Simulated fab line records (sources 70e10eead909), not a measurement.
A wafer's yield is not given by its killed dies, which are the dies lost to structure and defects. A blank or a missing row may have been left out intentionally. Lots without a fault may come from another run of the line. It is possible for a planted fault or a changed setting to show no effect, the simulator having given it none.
fab line records	flow nand_harc
[record] lots = 24	wafers = 72	last_day = 25
route steps=1159 shown A_CHANNEL_HOLE_D1@462 A_CHANNEL_FILL_D1@492
lots with no fault: from the same line, run without faults
start_h: hours from the record's opening day to when the first of the lot's shown wafers began	wait_h: hours elapsed since this lot's preceding step	" the same as in the row above	L1.1+2: a single row standing in for several wafers	- either no value or no given start	* or withheld: withheld	< > ~ a bound
route shown NAME@n: a module of which the file shows steps, and the number in the route of the first	usual: mean and standard deviation over wafers with no fault	same: alike in all rows	chamber/n: place in a boat	sites: readings site by site	_std_site: standard deviation across them	_edge_site: mean of outer sites minus mean of inner sites	radius_mm: how far each site lies from the wafer's centre	mask NAME#n: copy n	behind: the last tool/chamber to shape the wafer	hold: what put the lot on hold/how long, in hours/how the hold closed	device: transistor that didn't switch, given as n, p or np	end of line: tests run on the same wafers once the route is complete	step lacking rows: just its recipe	killed: dies lost to structure and defects at the first sort, not the wafer's yield	map: shows each die of a wafer: x if killed, . if not, _ if none is there
set.NAME: the run value of the setting; set.NAME@STEP: its run value at that earlier step	model.NAME: the simulator's own value behind a step, which no gauge read
one table for each step of the route and one row for each wafer, over a sample of lots
services: the hour from which a tool's chamber was out of use, counted from the record's first day as start_h (under 0 if before that day), plus the number of hours and why
[[steps]]
[step NHARC_A_CHANNEL_HOLE_D1_CD_MEAS_10]
[recipe] target_cd_nm = 100	landing_energy_ev = 500
[usual] cd_nm = 100.0/0.54
[same] landing_energy_ev = 500
lot.wafer	tool	chamber	start_h	wait_h	cd_nm
L074.1	cd_sem-02	0	170.89	-	99.5
L074.2	"	0	"	"	100.2
L074.6	"	0	"	"	99.7
L075.2	cd_sem-03	0	183.68	-	100.0
L075.4	"	0	"	"	100.5
L075.5	"	0	"	"	99.6
L077.2	cd_sem-02	0	188.39	-	99.5
L077.4	"	0	"	"	99.9
L077.6	"	0	"	"	100.1
L076.1	cd_sem-03	0	188.94	-	99.9
L076.3	"	0	"	"	99.9
L076.6	"	0	"	"	100.1
L078.1	cd_sem-03	0	196.30	-	99.3
L078.2	"	0	"	"	99.6
L078.4	"	0	"	"	100.4
L079.1	cd_sem-01	0	205.63	-	99.9
L079.3	"	0	"	"	100.2
L079.6	"	0	"	"	100.5
L081.2	cd_sem-01	0	212.56	-	99.6
L081.4	"	0	"	"	101.2
L081.5	"	0	"	"	100.9
L080.1	cd_sem-01	0	212.72	-	100.5
L080.5	"	0	"	"	99.1
L080.6	"	0	"	"	100.0
L082.1	cd_sem-01	0	228.97	-	99.8
L082.3	"	0	"	"	100.1
L082.4	"	0	"	"	101.0
L084.1	cd_sem-03	0	230.75	-	100.8
L084.2	"	0	"	"	100.1
L084.6	"	0	"	"	100.8
L083.2	cd_sem-03	0	230.92	-	100.2
L083.3	"	0	"	"	100.5
L083.4	"	0	"	"	100.3
L085.1	cd_sem-01	0	239.76	-	99.8
L085.5	"	0	"	"	100.0
L085.6	"	0	"	"	100.3
L087.2	cd_sem-02	0	254.48	-	100.0
L087.3	"	0	"	"	100.7
L087.4	"	0	"	"	100.0
L086.1	cd_sem-02	0	255.27	-	99.2
L086.2	"	0	"	"	99.5
L086.4	"	0	"	"	99.2
L089.2	cd_sem-03	0	261.22	-	100.1
L089.4	"	0	"	"	99.6
L089.6	"	0	"	"	98.9
L088.1	cd_sem-02	0	261.82	-	100.4
L088.3	"	0	"	"	100.5
L088.4	"	0	"	"	100.8
L090.1	cd_sem-01	0	270.19	-	99.6
L090.2	"	0	"	"	100.5
L090.4	"	0	"	"	100.1
L091.1	cd_sem-02	0	270.34	-	99.5
L091.3	"	0	"	"	100.0
L091.5	"	0	"	"	100.5
L092.2	cd_sem-01	0	270.84	-	99.9
L092.4	"	0	"	"	100.4
L092.5	"	0	"	"	99.4
L093.2	cd_sem-03	0	296.98	-	99.4
L093.3	"	0	"	"	99.9
L093.5	"	0	"	"	99.6
L094.1	cd_sem-02	0	297.30	-	100.4
L094.3	"	0	"	"	100.0
L094.5	"	0	"	"	100.3
L095.1	cd_sem-01	0	303.82	-	100.1
L095.4	"	0	"	"	100.0
L095.6	"	0	"	"	99.0
L096.1	cd_sem-01	0	304.23	-	101.0
L096.5	"	0	"	"	100.5
L096.6	"	0	"	"	99.8
L097.2	cd_sem-02	0	323.22	-	100.7
L097.4	"	0	"	"	100.0
L097.5	"	0	"	"	100.1
[step NHARC_A_CHANNEL_HOLE_D1_ETCH_24]
[recipe] bias_v = 5000	source_w = withheld	pressure_mtorr = 20	time_s = 906.2	ar_flow_sccm = 375	c4f8_flow_sccm = 93.8	o2_flow_sccm = 31.2	temp_c = -20	target_depth_a = 15000	chemistry = C4F8/O2/Ar
[usual] drypump_motor_current_A = 5.5/0.48	he_backside_leak_sccm = 5.6/0.68	showerhead_plenum_p_Torr = 3.801/0.012	temp_c = -20.00/0.12	throttle_valve_pct = 32.234/0.0092
lot.wafer	tool	chamber	start_h	wait_h	drypump_motor_current_A	he_backside_leak_sccm	rf_hours_counter_h	showerhead_plenum_p_Torr	temp_c	throttle_valve_pct
L074.2	har_etch-02	1	174.40	0.6	5.0	5.5	93	3.815	-19.90	32.235
L074.1	"	0	"	"	5.5	4.9	93	3.826	-19.97	32.231
L074.6	"	1	"	"	5.0	5.7	-	3.815	-19.95	32.236
L075.2	har_etch-02	1	187.51	0.6	5.0	5.5	99	3.812	-19.83	32.238
L075.4	"	1	"	"	5.0	5.6	-	3.812	-19.99	32.229
L075.5	"	1	"	"	5.0	5.5	-	3.812	-19.86	32.238
L077.2	har_etch-01	0	192.01	0.6	5.3	5.2	199	3.816	-19.99	32.240
L077.4	"	0	"	"	5.4	5.3	-	3.816	-20.11	32.238
L077.6	"	0	"	"	5.3	5.2	-	3.816	-20.02	32.235
L076.1	har_etch-02	0	192.61	0.6	5.6	4.9	103	3.820	-19.95	32.242
L076.3	"	0	"	"	5.6	5.1	-	3.820	-20.12	32.238
L076.6	"	1	"	"	5.0	5.6	-	3.810	-20.01	32.237
L078.1	har_etch-02	1	199.78	0.6	5.0	5.8	106	3.807	-20.00	32.232
L078.2	"	0	"	"	5.6	4.9	106	3.818	-19.89	32.251
L078.4	"	0	"	"	5.6	4.8	-	3.818	-19.98	32.232
L079.1	har_etch-02	1	209.13	0.6	5.0	5.4	112	3.804	-19.79	32.235
L079.3	"	1	"	"	5.0	5.8	-	3.805	-19.92	32.225
L079.6	"	0	"	"	5.6	5.1	-	3.815	-19.89	32.226
L081.2	har_etch-02	0	216.28	0.6	5.5	4.9	117	3.812	-20.07	32.227
L081.4	"	0	"	"	5.6	5.0	-	3.812	-19.96	32.231
L081.5	"	1	"	"	5.0	6.1	-	3.801	-19.98	32.238
L080.1	har_etch-01	1	227.44	11.8	6.4	6.4	206	3.812	-20.00	32.243
L080.6	"	1	"	"	6.4	6.3	-	3.812	-19.97	32.231
L080.5	"	0	"	"	5.3	5.2	-	3.812	-19.95	32.244
L082.1	har_etch-02	1	232.60	0.6	5.0	5.4	123	3.798	-19.79	32.238
L082.4	"	0	"	"	5.6	5.2	-	3.809	-20.01	32.239
L082.3	"	1	"	"	5.0	5.9	-	3.799	-19.93	32.237
L084.2	har_etch-01	0	234.25	0.6	5.3	5.3	210	3.809	-20.39	32.248
L084.1	"	1	"	"	6.4	6.9	210	3.809	-20.02	32.251
L084.6	"	0	"	"	5.3	5.4	-	3.809	-20.25	32.234
L083.2	har_etch-02	1	236.78	0.6	5.0	5.7	127	3.797	-19.84	32.235
L083.3	"	0	"	"	5.6	4.9	-	3.807	-20.19	32.236
L083.4	"	1	"	"	5.0	5.7	-	3.796	-19.90	32.243
L085.1	har_etch-01	0	243.40	0.6	5.3	5.4	214	3.807	-19.96	32.238
L085.6	"	1	"	"	6.4	6.8	-	3.807	-19.89	32.254
L085.5	"	0	"	"	5.3	5.6	-	3.807	-19.89	32.242
L087.2	har_etch-02	1	258.13	0.6	5.0	5.7	138	3.790	-19.97	32.251
L087.3	"	0	"	"	5.5	7.9	-	3.801	-19.90	32.226
L087.4	"	1	"	"	5.0	6.3	-	3.790	-20.04	32.237
L086.2	har_etch-01	1	258.78	0.6	6.4	7.5	222	3.802	-20.14	32.221
L086.1	"	0	"	"	5.3	5.4	222	3.803	-20.05	32.220
L086.4	"	1	"	"	6.4	7.3	-	3.803	-20.17	32.237
L089.2	har_etch-02	1	264.74	0.6	5.0	5.5	142	3.788	-19.88	32.239
L089.4	"	0	"	"	5.5	5.3	-	3.799	-20.17	32.226
L089.6	"	1	"	"	5.0	5.4	-	3.788	-20.09	32.234
L088.1	har_etch-01	1	265.55	0.6	6.4	7.6	226	3.800	-20.26	32.222
L088.3	"	1	"	"	6.4	7.2	-	3.800	-20.20	32.221
L088.4	"	0	"	"	5.3	5.6	-	3.800	-19.80	32.247
L090.1	har_etch-02	1	273.68	0.6	5.0	5.3	146	3.785	-20.17	32.230
L090.2	"	0	"	"	5.6	5.2	146	3.796	-20.18	32.219
L090.4	"	1	"	"	5.0	5.8	-	3.786	-20.08	32.229
L091.1	har_etch-01	1	273.97	0.6	6.4	6.9	230	3.798	-19.97	32.229
L091.3	"	0	"	"	5.3	5.4	-	3.798	-20.10	32.244
L091.5	"	0	"	"	5.3	5.4	-	3.798	-20.31	32.232
L092.2	har_etch-02	1	277.95	0.6	5.0	5.4	150	3.783	-20.06	32.230
L092.4	"	1	"	"	5.0	5.4	-	3.783	-20.04	32.228
L092.5	"	1	"	"	5.0	5.0	-	3.783	-19.94	32.241
L093.2	har_etch-01	0	300.60	0.6	5.3	5.4	237	3.794	-20.12	32.243
L093.3	"	0	"	"	5.3	5.2	-	3.795	-20.03	32.255
L093.5	"	1	"	"	6.4	7.2	-	3.794	-20.04	32.237
L094.1	har_etch-02	1	300.99	0.6	5.0	6.5	157	3.780	-19.88	32.245
L094.3	"	0	"	"	5.6	5.2	-	3.790	-19.95	32.227
L094.5	"	0	"	"	5.6	5.2	-	3.790	-20.12	32.237
L095.1	har_etch-02	0	307.66	0.6	5.5	5.2	161	3.788	-20.15	32.230
L095.4	"	0	"	"	5.5	5.0	-	3.788	-20.09	32.225
L095.6	"	1	"	"	5.0	6.0	-	3.778	-19.83	32.235
L096.1	har_etch-02	1	311.85	0.6	5.0	5.6	164	3.775	-19.97	32.231
L096.6	"	0	"	"	5.5	5.2	-	3.786	-19.91	32.250
L096.5	"	1	"	"	5.0	5.4	-	3.775	-20.05	32.228
L097.2	har_etch-01	0	326.92	0.6	5.3	4.8	4	3.791	-20.22	32.221
L097.4	"	0	"	"	5.3	4.9	-	3.791	-20.19	32.232
L097.5	"	0	"	"	5.3	4.8	-	3.791	-20.14	32.247
[step NHARC_A_CHANNEL_FILL_D1_ALD_02]
[recipe] target_thk_a = 60	pulse_time_s = 10	ald_cycles = 60	temp_c = 300	material = SiO2
[usual] heater_power_w = 459/44	precursor_pulse_height_rel = 0.998/0.02
lot.wafer	tool	chamber	start_h	wait_h	heater_power_w	precursor_pulse_height_rel
L074.1	ald_hk-02	3	178.26	-	422	1.012
L074.2	"	0	"	"	528	0.977
L074.6	"	2	"	"	490	0.989
L075.2	ald_hk-01	0	193.42	-	437	0.994
L075.4	"	2	"	"	421	1.039
L075.5	"	3	"	"	539	1.018
L077.2	ald_hk-02	2	197.23	-	496	0.985
L077.4	"	0	"	"	514	1.040
L077.6	"	3	"	"	423	1.023
L076.3	ald_hk-01	1	197.50	-	506	1.014
L076.1	"	3	"	"	550	0.980
L076.6	"	1	"	"	505	1.016
L078.2	ald_hk-02	2	203.62	-	491	0.979
L078.1	"	3	"	"	428	0.995
L078.4	"	0	"	"	516	0.983
L079.3	ald_hk-01	1	212.97	-	501	1.002
L079.1	"	3	"	"	560	1.012
L079.6	"	1	"	"	506	1.005
L081.4	ald_hk-02	0	220.19	-	527	0.994
L081.2	"	1	"	"	414	0.969
L081.5	"	2	"	"	499	0.960
L080.1	ald_hk-04	2	231.23	-	460	0.979
L080.5	"	2	"	"	458	0.989
L080.6	"	3	"	"	395	1.006
L082.1	ald_hk-04	0	237.26	-	464	0.964
L082.3	"	1	"	"	454	1.023
L082.4	"	2	"	"	450	0.993
L084.1	ald_hk-04	2	238.03	-	469	0.996
L084.2	"	0	"	"	457	1.014
L084.6	"	2	"	"	456	1.018
L083.3	ald_hk-01	3	240.65	-	528	1.004
L083.4	"	0	"	"	482	0.982
L083.2	"	1	"	"	495	0.987
L085.1	ald_hk-04	3	247.22	-	398	0.982
L085.6	"	2	"	"	461	0.980
L085.5	"	3	"	"	395	0.994
L087.4	ald_hk-04	3	261.93	-	389	1.014
L087.3	"	1	"	"	444	0.978
L087.2	"	2	"	"	443	1.017
L086.1	ald_hk-02	3	263.00	-	422	0.959
L086.2	"	1	"	"	423	0.954
L086.4	"	2	"	"	497	0.992
L089.2	ald_hk-04	3	270.91	-	385	1.002
L089.4	"	0	"	"	476	0.997
L089.6	"	3	"	"	393	0.965
L088.3	ald_hk-02	0	271.40	-	521	0.998
L088.1	"	1	"	"	413	0.995
L088.4	"	3	"	"	419	0.989
L090.4	ald_hk-02	1	277.43	-	439	0.998
L090.2	"	2	"	"	495	1.026
L090.1	"	3	"	"	421	1.020
L091.1	ald_hk-02	0	277.86	-	533	0.974
L091.3	"	3	"	"	424	1.012
L091.5	"	1	"	"	427	0.992
L092.2	ald_hk-04	3	281.77	-	387	1.018
L092.4	"	1	"	"	453	0.974
L092.5	"	2	"	"	467	1.021
L093.2	ald_hk-04	2	304.40	-	453	1.011
L093.3	"	0	"	"	473	0.990
L093.5	"	2	"	"	458	1.000
L094.3	ald_hk-01	2	304.94	-	444	1.009
L094.1	"	1	"	"	503	1.001
L094.5	"	3	"	"	539	0.992
L095.4	ald_hk-04	3	311.46	-	385	1.014
L095.1	"	0	"	"	475	1.012
L095.6	"	3	"	"	385	0.967
L096.1	ald_hk-01	3	315.64	-	545	1.025
L096.6	"	3	"	"	543	0.979
L096.5	"	0	"	"	478	1.004
L097.4	ald_hk-04	0	330.65	-	473	0.991
L097.2	"	1	"	"	447	0.994
L097.5	"	3	"	"	395	1.011
[step NHARC_A_CHANNEL_FILL_D1_CMP_10]
[recipe] target_thk_nm = 150
[usual] motor_current_A = 12.1/0.84	slurry_flow_ml_min = 149.9/0.44	time_to_endpoint_s = 15.1/2.4
lot.wafer	tool	chamber	start_h	wait_h	motor_current_A	slurry_flow_ml_min	time_to_endpoint_s
L074.1	cmp-04	2	228.42	0.4	11.5	150.1	13.9
L074.2	"	3	"	"	13.1	150.0	15.3
L074.6	"	0	"	"	12.7	149.9	18.0
L075.4	cmp-04	0	240.82	0.4	12.8	150.2	17.3
L075.2	"	1	"	"	11.6	150.4	11.4
L075.5	"	3	"	"	13.7	150.2	14.7
L076.1	cmp-04	0	244.75	0.4	13.1	150.0	16.6
L076.3	"	1	"	"	11.8	150.5	11.7
L076.6	"	3	"	"	13.0	150.5	14.3
L077.4	cmp-01	2	244.77	0.4	12.4	149.0	12.4
L077.2	"	3	"	"	11.2	149.9	16.0
L077.6	"	1	"	"	12.7	149.8	16.6
L078.1	cmp-02	1	251.66	0.4	10.6	150.3	16.3
L078.4	"	2	"	"	12.2	150.0	18.3
L078.2	"	3	"	"	12.9	149.8	15.5
L079.3	cmp-01	0	260.34	0.4	11.4	149.1	15.7
L079.1	"	1	"	"	13.0	149.6	17.7
L079.6	"	0	"	"	11.8	149.3	13.0
L081.2	cmp-04	3	267.45	0.4	13.6	150.2	15.2
L081.4	"	1	"	"	12.1	149.6	10.7
L081.5	"	3	"	"	13.2	150.0	15.2
L080.1	cmp-01	2	279.04	0.4	12.3	149.8	11.3
L080.6	"	1	"	"	12.9	149.8	14.9
L080.5	"	2	"	"	12.2	150.2	11.4
L084.2	cmp-02	0	284.99	0.4	12.5	149.7	19.2
L084.1	"	2	"	"	12.6	149.6	14.2
L084.6	"	1	"	"	10.4	149.2	13.9
L082.4	cmp-04	1	285.01	0.4	12.1	149.2	11.1
L082.1	"	2	"	"	11.3	149.3	16.7
L082.3	"	0	"	"	12.1	149.7	14.8
L083.2	cmp-01	3	288.83	0.4	11.3	149.9	14.3
L083.4	"	0	"	"	11.2	149.7	14.0
L083.3	"	1	"	"	11.8	149.6	15.7
L085.1	cmp-04	3	298.49	0.4	13.9	149.4	18.4
L085.5	"	1	"	"	12.3	150.1	11.4
L085.6	"	2	"	"	11.1	149.8	16.5
L087.4	cmp-01	0	327.26	0.4	12.0	150.2	16.1
L087.2	"	1	"	"	13.0	149.7	18.0
L087.3	"	2	"	"	11.8	149.8	15.1
L086.4	cmp-04	3	327.29	0.4	12.8	150.0	16.2
L086.2	"	0	"	"	12.6	149.7	16.6
L086.1	"	1	"	"	11.8	150.0	13.1
L088.4	cmp-04	1	327.41	0.5	11.3	150.2	11.4
L088.1	"	2	"	"	11.0	149.9	16.7
L088.3	"	0	"	"	11.7	149.5	15.7
L089.2	cmp-01	0	331.00	0.4	12.0	149.4	12.0
L089.4	"	3	"	"	11.1	150.6	15.3
L089.6	"	1	"	"	12.3	149.4	15.5
L091.1	cmp-04	2	331.11	0.5	11.3	150.8	15.0
L091.3	"	0	"	"	12.8	149.7	19.2
L091.5	"	1	"	"	12.1	150.3	12.1
L090.1	cmp-02	2	331.14	0.5	11.9	149.9	13.8
L090.2	"	3	"	"	13.4	150.0	13.1
L090.4	"	0	"	"	13.1	150.1	19.1
L092.4	cmp-02	3	335.06	0.4	12.5	149.8	11.2
L092.2	"	0	"	"	13.1	149.9	18.7
L092.5	"	0	"	"	13.1	149.9	12.8
L093.2	cmp-04	2	358.13	0.4	10.9	150.1	19.1
L093.3	"	0	"	"	12.5	150.1	17.4
L093.5	"	2	"	"	10.9	150.5	18.9
L094.3	cmp-02	3	358.14	0.4	12.7	150.0	11.3
L094.1	"	1	"	"	10.6	150.2	13.6
L094.5	"	2	"	"	12.9	150.4	14.5
L095.4	cmp-04	1	364.44	0.4	12.1	151.2	11.6
L095.1	"	0	"	"	12.3	150.4	16.8
L095.6	"	1	"	"	11.7	150.6	9.6
L096.1	cmp-02	1	364.46	0.4	11.1	149.8	16.2
L096.6	"	0	"	"	13.2	151.2	20.1
L096.5	"	1	"	"	10.5	149.9	18.2
L097.4	cmp-04	3	378.03	0.4	12.8	150.1	16.5
L097.2	"	0	"	"	12.6	149.7	16.4
L097.5	"	3	"	"	13.2	150.1	17.7
[step NHARC_A_CHANNEL_FILL_D1_RTA_24]
[recipe] temp_c = 1000	time_s = 5
[usual] lamp_power_pct = 30.3/0.36	lamp_zone_3_pct = 30.3/0.35	lamp_zone_7_pct = 30.8/0.36	wafer_temp_C_max = 1003.5/0.96
lot.wafer	tool	chamber	start_h	wait_h	lamp_power_pct	lamp_zone_3_pct	lamp_zone_7_pct	wafer_temp_C_max
L074.1	rtp_anneal-01	0	228.79	0.0	30.6	30.5	31.0	1002.7
L074.2	"	0	"	"	30.5	30.6	31.0	1003.9
L074.6	"	0	"	"	30.5	30.6	31.0	1003.5
L075.2	rtp_anneal-02	0	241.22	0.1	29.7	29.8	30.3	1002.9
L075.4	"	0	"	"	29.8	29.7	30.3	1002.1
L075.5	"	0	"	"	29.8	29.8	30.2	1002.4
L077.2	rtp_anneal-01	0	245.17	0.1	30.6	30.5	31.0	1004.7
L077.4	"	0	"	"	30.5	30.5	31.0	1003.9
L077.6	"	0	"	"	30.5	30.5	31.0	1004.0
L076.1	rtp_anneal-01	0	245.31	0.2	30.5	30.5	31.0	1002.3
L076.3	"	0	"	"	30.5	30.5	31.0	1003.4
L076.6	"	0	"	"	30.5	30.5	31.0	1004.6
L078.1	rtp_anneal-01	0	252.05	0.0	30.5	30.5	31.1	1005.4
L078.2	"	0	"	"	30.5	30.5	31.1	1003.4
L078.4	"	0	"	"	30.5	30.6	31.0	1003.2
L079.1	rtp_anneal-02	0	260.74	0.0	29.7	29.7	30.2	1002.6
L079.3	"	0	"	"	29.8	29.7	30.2	1002.4
L079.6	"	0	"	"	29.8	29.7	30.3	1003.1
L081.2	rtp_anneal-02	0	267.88	0.1	29.8	29.8	30.3	1002.6
L081.4	"	0	"	"	29.8	29.8	30.3	1002.5
L081.5	"	0	"	"	29.8	29.8	30.3	1004.3
L080.1	rtp_anneal-01	0	279.43	0.0	30.6	30.5	31.0	1003.9
L080.5	"	0	"	"	30.5	30.5	31.1	1004.0
L080.6	"	0	"	"	30.6	30.5	31.0	1002.9
L084.1	rtp_anneal-02	0	285.40	0.0	29.8	29.8	30.3	1002.8
L084.2	"	0	"	"	29.8	29.8	30.3	1003.0
L084.6	"	0	"	"	29.8	29.8	30.3	1002.8
L082.1	rtp_anneal-01	0	285.42	0.0	30.5	30.5	31.0	1002.9
L082.3	"	0	"	"	30.6	30.4	31.1	1003.2
L082.4	"	0	"	"	30.5	30.5	31.1	1003.3
L083.2	rtp_anneal-01	0	289.28	0.1	30.5	30.5	31.0	1001.6
L083.3	"	0	"	"	30.5	30.5	31.0	1002.7
L083.4	"	0	"	"	30.5	30.5	31.0	1003.9
L085.1	rtp_anneal-01	0	298.85	0.0	30.5	30.5	31.0	1005.0
L085.5	"	0	"	"	30.5	30.5	31.1	1004.1
L085.6	"	0	"	"	30.6	30.5	31.0	1003.7
L086.1	rtp_anneal-01	0	327.83	0.2	30.6	30.5	31.0	1003.8
L086.2	"	0	"	"	30.6	30.6	31.0	1005.5
L086.4	"	0	"	"	30.5	30.5	31.1	1004.9
L087.2	rtp_anneal-01	0	328.02	0.4	30.6	30.5	31.1	1003.1
L087.3	"	0	"	"	30.5	30.5	31.0	1003.4
L087.4	"	0	"	"	30.6	30.5	31.0	1005.1
L088.1	rtp_anneal-01	0	328.17	0.4	30.5	30.6	31.0	1003.7
L088.3	"	0	"	"	30.5	30.5	31.0	1002.9
L088.4	"	0	"	"	30.5	30.6	31.0	1003.2
L089.2	rtp_anneal-01	0	331.84	0.5	30.5	30.5	31.0	1004.1
L089.4	"	0	"	"	30.5	30.5	31.0	1004.0
L089.6	"	0	"	"	30.5	30.6	30.9	1004.8
L091.1	rtp_anneal-02	0	331.89	0.4	29.8	29.8	30.3	1002.7
L091.3	"	0	"	"	29.8	29.8	30.3	1002.3
L091.5	"	0	"	"	29.8	29.8	30.2	1002.9
L090.1	rtp_anneal-01	0	331.98	0.5	30.5	30.5	31.0	1003.3
L090.2	"	0	"	"	30.6	30.5	31.1	1002.9
L090.4	"	0	"	"	30.5	30.6	31.0	1003.2
L092.2	rtp_anneal-02	0	335.51	0.1	29.7	29.8	30.2	1002.9
L092.4	"	0	"	"	29.8	29.7	30.2	1002.3
L092.5	"	0	"	"	29.7	29.8	30.2	1002.9
L093.2	rtp_anneal-02	0	358.55	0.1	29.8	29.8	30.3	1003.9
L093.3	"	0	"	"	29.8	29.8	30.3	1004.2
L093.5	"	0	"	"	29.8	29.8	30.3	1004.8
L094.1	rtp_anneal-01	0	358.61	0.1	30.5	30.5	31.0	1004.1
L094.3	"	0	"	"	30.5	30.5	31.0	1003.8
L094.5	"	0	"	"	30.5	30.5	31.0	1003.9
L095.1	rtp_anneal-02	0	364.85	0.0	29.8	29.8	30.3	1003.0
L095.4	"	0	"	"	29.8	29.8	30.3	1002.6
L095.6	"	0	"	"	29.8	29.8	30.3	1003.3
L096.1	rtp_anneal-01	0	364.85	0.0	30.6	30.6	31.1	1003.8
L096.5	"	0	"	"	30.5	30.6	31.1	1004.6
L096.6	"	0	"	"	30.6	30.6	31.0	1002.9
L097.2	rtp_anneal-01	0	378.44	0.1	30.5	30.5	31.0	1003.2
L097.4	"	0	"	"	30.6	30.5	31.0	1002.9
L097.5	"	0	"	"	30.5	30.5	31.0	1003.1
[step NHARC_A_CHANNEL_FILL_D1_INSPECT_13]
[usual] raw_defect_count = 273/98
lot.wafer	tool	chamber	start_h	wait_h	raw_defect_count
L074.1	defect_inspect-01	-	228.98	0.2	375
L074.2	"	-	"	"	381
L074.6	"	-	"	"	201
L075.2	defect_inspect-02	-	241.38	0.1	113
L075.4	"	-	"	"	261
L075.5	"	-	"	"	159
L077.2	defect_inspect-01	-	245.34	0.1	153
L077.4	"	-	"	"	228
L077.6	"	-	"	"	182
L076.1	defect_inspect-02	-	245.51	0.2	285
L076.3	"	-	"	"	158
L076.6	"	-	"	"	147
L078.1	defect_inspect-01	-	252.25	0.2	126
L078.2	"	-	"	"	210
L078.4	"	-	"	"	163
L079.1	defect_inspect-02	-	260.94	0.2	211
L079.3	"	-	"	"	424
L079.6	"	-	"	"	384
L081.2	defect_inspect-02	-	268.05	0.1	265
L081.4	"	-	"	"	194
L081.5	"	-	"	"	319
L080.1	defect_inspect-01	-	279.63	0.2	323
L080.5	"	-	"	"	344
L080.6	"	-	"	"	264
L084.1	defect_inspect-02	-	285.60	0.2	320
L084.2	"	-	"	"	419
L084.6	"	-	"	"	397
L082.1	defect_inspect-01	-	285.62	0.2	214
L082.3	"	-	"	"	288
L082.4	"	-	"	"	296
L083.2	defect_inspect-02	-	289.45	0.1	249
L083.3	"	-	"	"	228
L083.4	"	-	"	"	239
L085.1	defect_inspect-02	-	299.05	0.2	401
L085.5	"	-	"	"	367
L085.6	"	-	"	"	382
L086.1	defect_inspect-02	-	328.02	0.2	568
L086.2	"	-	"	"	328
L086.4	"	-	"	"	394
L087.2	defect_inspect-01	-	328.19	0.1	378
L087.3	"	-	"	"	247
L087.4	"	-	"	"	286
L088.1	defect_inspect-02	-	328.36	0.2	373
L088.3	"	-	"	"	280
L088.4	"	-	"	"	250
L089.2	defect_inspect-01	-	332.01	0.1	187
L089.4	"	-	"	"	244
L089.6	"	-	"	"	467
L091.1	defect_inspect-01	-	332.09	0.2	244
L091.3	"	-	"	"	260
L091.5	"	-	"	"	314
L090.1	defect_inspect-02	-	332.20	0.2	394
L090.2	"	-	"	"	174
L090.4	"	-	"	"	166
L092.2	defect_inspect-01	-	335.68	0.1	189
L092.4	"	-	"	"	195
L092.5	"	-	"	"	205
L093.2	defect_inspect-02	-	358.72	0.1	403
L093.3	"	-	"	"	305
L093.5	"	-	"	"	316
L094.1	defect_inspect-01	-	358.81	0.2	214
L094.3	"	-	"	"	232
L094.5	"	-	"	"	241
L095.1	defect_inspect-02	-	365.05	0.2	315
L095.4	"	-	"	"	240
L095.6	"	-	"	"	217
L096.1	defect_inspect-01	-	365.06	0.2	166
L096.5	"	-	"	"	236
L096.6	"	-	"	"	336
L097.2	defect_inspect-01	-	378.61	0.1	164
L097.4	"	-	"	"	346
L097.5	"	-	"	"	183
[[services]]
tool	chamber	start_h	hours	kind
cmp-02	-	156.54	1.3	repair
cmp-02	-	183.24	0.3	repair
cmp-04	-	184.15	0.4	repair
cmp-04	-	185.30	0.8	repair
cmp-01	-	186.28	4.0	pm
ald_hk-04	-	189.66	10.0	pm
cmp-01	-	192.63	0.6	repair
har_etch-01	-	195.31	10.2	repair
cmp-04	-	203.07	4.0	pm
cmp-02	-	213.32	2.1	repair
cmp-02	-	215.55	0.4	repair
cmp-02	-	220.39	1.6	repair
cmp-01	-	224.70	2.0	repair
cmp-02	-	226.50	4.0	pm
ald_hk-01	-	229.27	10.0	pm
cmp-04	-	231.60	0.8	repair
ald_hk-04	-	269.49	1.3	repair
ald_hk-02	-	280.00	10.0	pm
rtp_anneal-02	-	300.00	12.0	pm
cmp-04	-	301.07	4.0	pm
har_etch-01	-	305.00	17.0	pm
har_etch-01	-	331.39	16.1	repair
cmp-04	-	360.95	0.3	repair
ald_hk-04	-	367.66	10.0	pm
[[key]]
fault none
